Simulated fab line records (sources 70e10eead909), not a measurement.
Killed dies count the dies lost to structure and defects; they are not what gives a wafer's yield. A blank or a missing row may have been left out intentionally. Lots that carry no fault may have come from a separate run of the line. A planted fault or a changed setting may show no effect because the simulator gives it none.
What tool caused it? || flow nand-harc || 18 wafers from 6 lots sampled at 4 of the route's 1302 steps

WHAT THE GAUGES SHOWED, per wafer
NHARC_END_SORT_01.
{"lot": "L336", "measured": "day 25 10:07", "on": "prober-02", "killed-at-array": "85 167 81"}
{"lot": "L344", "measured": "day 32 10:55", "on": "prober-02", "killed-at-array": "37 40 42"}
{"lot": "L347", "measured": "day 33 06:16", "on": "prober-01", "killed-at-array": "28 32 37"}

WHAT TOOL EACH LOT RAN ON (gives the tool, then ch and the chambers of the sampled wafers, and finally the start)
{"lot": "L333", "NHARC_A_STAIRCASE_ALD_420": "ald-hk-02 ch 0,1,3, day 17 04:43", "NHARC_THIN_TSV_ANNEAL_52": "rtp-anneal-01 ch 0, day 23 14:33", "NHARC_THIN_TSV_CMP_21": "cmp-01 ch 0,2,3, day 23 14:53"}
{"lot": "L336", "NHARC_A_STAIRCASE_ALD_420": "ald-hk-02 ch 2,3, day 18 16:59", "NHARC_THIN_TSV_ANNEAL_52": "rtp-anneal-01 ch 0, day 24 21:32", "NHARC_THIN_TSV_CMP_21": "cmp-02 ch 1,2, day 24 21:47"}
{"lot": "L344", "NHARC_A_STAIRCASE_ALD_420": "ald-hk-04 ch 0,1,2, day 22 02:26", "NHARC_THIN_TSV_ANNEAL_52": "rtp-anneal-02 ch 0, day 31 17:53", "NHARC_THIN_TSV_CMP_21": "cmp-02 ch 0,1,3, day 31 18:07"}
{"lot": "L347", "NHARC_A_STAIRCASE_ALD_420": "ald-hk-03 ch 0,3, day 23 05:52", "NHARC_THIN_TSV_ANNEAL_52": "rtp-anneal-01 ch 0, day 31 21:27", "NHARC_THIN_TSV_CMP_21": "cmp-01 ch 0,2,3, day 31 21:53"}
{"lot": "L350", "NHARC_A_STAIRCASE_ALD_420": "ald-hk-02 ch 0,1,2, day 24 21:59", "NHARC_THIN_TSV_ANNEAL_52": "rtp-anneal-01 ch 0, day 32 02:23", "NHARC_THIN_TSV_CMP_21": "cmp-02 ch 0,1, day 32 02:44"}
{"lot": "L352", "NHARC_A_STAIRCASE_ALD_420": "ald-hk-04 ch 1,2,3, day 25 16:41", "NHARC_THIN_TSV_ANNEAL_52": "rtp-anneal-02 ch 0, day 32 15:53", "NHARC_THIN_TSV_CMP_21": "cmp-01 ch 0,1,3, day 32 16:16"}
- NHARC_A_STAIRCASE_ALD_420: deposits SiO2, target thk 20 nm, pulse time 6 s, ald cycles 200.
- NHARC_THIN_TSV_ANNEAL_52: time 90 s.
- NHARC_THIN_TSV_CMP_21: polishes, t overpolish 30 s, target thk 2000 nm.

THE ANSWER, worked out from the rows above alone
Rule: usual is defined by the lots themselves. The widest of any qualifying gaps counts: lots, ordered by their means at a reading, are off when they make up no more than a third of the lots, leave a main group of 4 or more, and stand apart from it by 3 or more times the standard deviation of that group's means. A main group whose means are all the same, to the digits that the tables above print for the reading, isn't used. A lot without any number at a reading at which 4 lots or more have one is off too. The other lots that the step has rows for count as sound.
None of the lots is off at any reading shown; this tells nothing.

WHAT HAD BEEN PUT IN BY THE SIMULATOR
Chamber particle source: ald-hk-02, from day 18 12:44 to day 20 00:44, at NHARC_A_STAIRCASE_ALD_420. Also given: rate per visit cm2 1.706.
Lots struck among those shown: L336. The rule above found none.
